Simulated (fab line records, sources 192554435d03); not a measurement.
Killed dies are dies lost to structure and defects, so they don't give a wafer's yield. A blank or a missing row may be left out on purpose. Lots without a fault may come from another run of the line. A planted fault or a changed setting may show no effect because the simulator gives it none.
Chamber matching | flow n5_finfet | N5_BEOL_M0_SAQP_DESCUM_19 on rie_diel-06: 4 sister chambers
The step chemistry O2, time 7.9 s. 4 wafers are shown with their chamber, then 7 later ones without.

WAFERS WITH THEIR CHAMBER
wafer  | chamber | throttle_valve_pct (%)
L086.6 | 2       | 20.91
L089.2 | 0       | 20.24
L094.1 | 3       | 20.30
L094.3 | 1       | 20.55

WAFERS WITHOUT THEIR CHAMBER
wafer  | throttle_valve_pct (%)
L094.5 | 20.24
L095.4 | 20.28
L095.5 | 20.30
L095.6 | 20.55
L097.2 | 20.45
L097.3 | 20.31
L097.5 | 20.25

WHICH CHAMBER EACH WENT THROUGH
wafer  | from the rows above     | in truth
L094.5 | can't be placed: 0 or 3 | 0
L095.4 | can't be placed: 3 or 0 | 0
L095.5 | can't be placed: 3 or 0 | 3
L095.6 | 1                       | 1
L097.2 | can't be placed: 1 or 3 | 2
L097.3 | can't be placed: 3 or 0 | 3
L097.5 | can't be placed: 0 or 3 | 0
Placed correctly: 1 of 7. Can't be placed from these rows: 6 (the true chamber is among the candidates in 5). Placed wrongly: 0.
How it was worked out, from the rows above alone: a wafer's distance from a chamber is the root of the sum, over the readings, of the square of ((its reading less the chamber's mean) divided by the reading's scatter). The wafer belongs to the nearest chamber; if the next one is less than 2 further off, it can't be placed. A chamber's mean is the mean of its shown wafers. The scatter: with one shown wafer a chamber, the root of the mean of the squares of how far each hidden wafer lies from its nearest shown one.
